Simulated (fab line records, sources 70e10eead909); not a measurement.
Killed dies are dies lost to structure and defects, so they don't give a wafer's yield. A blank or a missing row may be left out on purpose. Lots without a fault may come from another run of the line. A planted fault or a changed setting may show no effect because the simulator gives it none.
Chamber matching | flow nand_harc | NHARC_A_M0_ETCH_34 on rie_diel-09: 4 sister chambers
The step etches the open film in N2/H2, target depth 40 nm, overetch 12 nm, time 43.94 s. 18 wafers are shown with their chamber, then 9 later ones without.

WAFERS WITH THEIR CHAMBER
wafer  | chamber | drypump_motor_current_A (A) | rf_vpp_V (V) | oes_product_au (a.u.)
L074.1 | 0       | 6.5                         | 426.9        | 0.992
L074.3 | 2       | 4.8                         | 430.1        | 1.006
L074.6 | 2       | 4.8                         | 431.5        | 0.998
L078.2 | 0       | 6.4                         | 426.8        | 1.013
L078.3 | 1       | 5.4                         | 431.0        | 1.013
L078.5 | 2       | 4.9                         | 430.4        | 1.021
L079.3 | 2       | 4.8                         | 431.7        | 1.011
L079.5 | 1       | 5.4                         | 431.7        | 1.009
L079.6 | 0       | 6.5                         | 426.9        | 0.996
L082.2 | 2       | 4.8                         | 430.7        | 1.011
L082.3 | 3       | 5.5                         | 428.3        | 0.996
L082.5 | 3       | 5.5                         | 428.1        | 1.000
L086.3 | 3       | 5.5                         | 428.6        | 0.993
L086.5 | 2       | 4.8                         | 431.6        | 1.002
L086.6 | 3       | 5.5                         | 430.4        | 0.990
L087.1 | 0       | 6.5                         | 426.6        | 1.011
L087.3 | 2       | 4.8                         | 429.8        | 0.999
L087.6 | 3       | 5.5                         | 430.9        | 0.993

SIGNATURES (means of the wafers above)
reading                 | chamber 0 | chamber 1 | chamber 2 | chamber 3 | scatter within a chamber
drypump_motor_current_A | 6.475     | 5.400     | 4.814     | 5.500     | 0.0339
rf_vpp_V                | 426.800   | 431.350   | 430.829   | 429.260   | 0.87
oes_product_au          | 1.00300   | 1.01100   | 1.00686   | 0.99440   | 0.00755
Rule: a wafer's distance from a chamber is the root of the sum, over the readings, of the square of ((its reading less the chamber's mean) divided by the reading's scatter). The wafer belongs to the nearest chamber; if the next one is less than 2 further off, it can't be placed. The scatter: the root of (the sum of the squares of (reading less its chamber's mean) over the shown wafers, divided by (wafers less chambers)).

WAFERS WITHOUT THEIR CHAMBER
wafer  | drypump_motor_current_A (A) | rf_vpp_V (V) | oes_product_au (a.u.)
L088.4 | 4.9                         | 428.7        | 1.001
L088.5 | 6.5                         | 425.5        | 1.004
L088.6 | 5.5                         | 429.2        | 0.986
L095.1 | 4.8                         | 429.7        | 1.000
L095.2 | 5.5                         | 430.6        | 0.987
L095.5 | 4.8                         | 431.2        | 0.996
L097.1 | 5.4                         | 431.9        | 0.995
L097.3 | 4.8                         | 430.5        | 1.014
L097.5 | 5.5                         | 430.5        | 0.983

WHICH CHAMBER EACH WENT THROUGH
wafer  | from the rows above | in truth
L088.4 | 2                   | 2
L088.5 | 0                   | 0
L088.6 | 3                   | 3
L095.1 | 2                   | 2
L095.2 | 3                   | 3
L095.5 | 2                   | 2
L097.1 | 1                   | 1
L097.3 | 2                   | 2
L097.5 | 3                   | 3
Placed correctly: 9 of 9. Can't be placed from these rows: 0. Placed wrongly: 0.
